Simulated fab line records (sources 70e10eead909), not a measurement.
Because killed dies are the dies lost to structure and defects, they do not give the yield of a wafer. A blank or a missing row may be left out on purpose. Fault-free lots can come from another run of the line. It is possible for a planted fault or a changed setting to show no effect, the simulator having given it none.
Struck lot and sound lot, side by side -- flow nand_harc -- 16 steps out of a route of 1159
Sound: wafers L563.1, L563.3, L563.4. Struck: wafer L578.4 (L578.2, L578.5, from the same lot, were not struck and are left out); the cause is given at the end.
Each step with rows lists, per side, the tool, then ch with its chambers, then its first start. Under that, the readings that differ: sound wafers -- struck wafers -- difference of the means -- sigmas: that difference in standard deviations of wafers without a fault.
alike: a reading whose means differ by less than 2 such deviations, as well as words and numbers matching on both sides. not compared: withheld readings; readings where some wafer has no value; bounds like >300 that might hide an equal value; numbers whose values overlap and for which the record gives no deviation.
Wherever a step has rows on one side only, a row that says differs or no value, or a row with sigmas, the two part there. Numbers that have no deviation but don't overlap get no sigmas and don't part them. Lack of a reading on every wafer of one side parts them only where that side has two or more wafers.

NHARC_THIN_TSV_DEP_43: deposits SiO2, target thk 1328.5 nm.
  sound on pecvd-02 ch 0,1,2, day 18 23:31; struck on pecvd-04 ch 0, day 22 11:44
  alike: throttle_valve_pct
then, 8 steps without rows for these wafers: NHARC_THIN_TSV_DEHYDRATE_04 (time 120 s); NHARC_THIN_TSV_HMDS_05 (time 30 s); NHARC_THIN_TSV_COAT_06; NHARC_THIN_TSV_SOFTBAKE_07 (time 95 s); NHARC_THIN_TSV_EBR_08; NHARC_THIN_TSV_EXPOSE_09 (exposes mask TSV); NHARC_THIN_TSV_PEB_10 (peb time 85 s); NHARC_THIN_TSV_DEVELOP_11 (time 70 s).
NHARC_THIN_TSV_CD_MEAS_12 targets a cd of 1000 nm.
  sound on cd_sem-03 ch 0, day 19 00:24; struck on cd_sem-01 ch 0, day 22 12:35
  alike: cd_nm
then, 1 step without rows for these wafers: NHARC_THIN_TSV_HARDBAKE_13 (time 80 s).
NHARC_THIN_TSV_DESCUM_14: chemistry O2, time 3 s.
  sound on rie_diel-06 ch 0,1,2, day 19 00:34; struck on rie_diel-08 ch 0, day 22 12:44
reading,sound,struck,difference,sigmas
rf_hours_counter_h (h),0 0 0,4,+4,
  alike: drypump_motor_current_A, oes_product_au, rf_vpp_V, showerhead_plenum_p_Torr, throttle_valve_pct
NHARC_THIN_TSV_ETCH_44: etches the open film in CF4/O2, target depth 1594.2 nm, time 797.1 s.
  sound on rie_diel-06 ch 0,1,2, day 19 00:41; struck on rie_diel-08 ch 0, day 22 12:53
reading,sound,struck,difference,sigmas
oes_product_au (a.u.),1.001 0.980 0.985,0.740,-0.249,-18
rf_fwd_power_W (W),298.9 299.2 300.1,178.8,-120.6,-99 or more
rf_hours_counter_h (h),0 1 0,4,+4,
  alike: drypump_motor_current_A, rf_vpp_V, showerhead_plenum_p_Torr, throttle_valve_pct
NHARC_THIN_TSV_ETCH_15: target depth 3000 nm, bosch target overetch cycles 2, bosch etch step 2.8 s.
  sound on rie_si-05 ch 0,2,3, day 19 01:15; struck on rie_si-02 ch 0, day 22 13:23
reading,sound,struck,difference,sigmas
rf_hours_counter_h (h),0.1 0.1 0.0,1.2,+1.1,
  alike: drypump_motor_current_A, he_backside_leak_sccm
NHARC_THIN_TSV_CD_MEAS_16:
  struck on cd_sem-01, day 22 13:32; sound on cd_sem-02, day 19 01:24
reading,sound,struck,difference,sigmas
cd_nm (nm),1001.2 1002.4 996.5,1006.6,+6.6,+3
NHARC_THIN_TSV_STRIP_45: strips in O2.
  sound on plasma_asher-01 ch 0,1, day 19 01:34; struck on plasma_asher-02 ch 1, day 22 13:47
  alike: drypump_motor_current_A, heater_power_w
  not compared: rf_hours_counter_h

== WHERE THEY PART ==
At NHARC_THIN_TSV_ETCH_44 first; at NHARC_THIN_TSV_CD_MEAS_16 last (within this record only). Later steps at which nothing parts them and some readings are alike: NHARC_THIN_TSV_STRIP_45.

WHY: whatever the simulator had introduced
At NHARC_THIN_TSV_ETCH_44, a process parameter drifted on rie_diel-08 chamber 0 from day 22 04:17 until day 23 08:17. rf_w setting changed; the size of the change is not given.
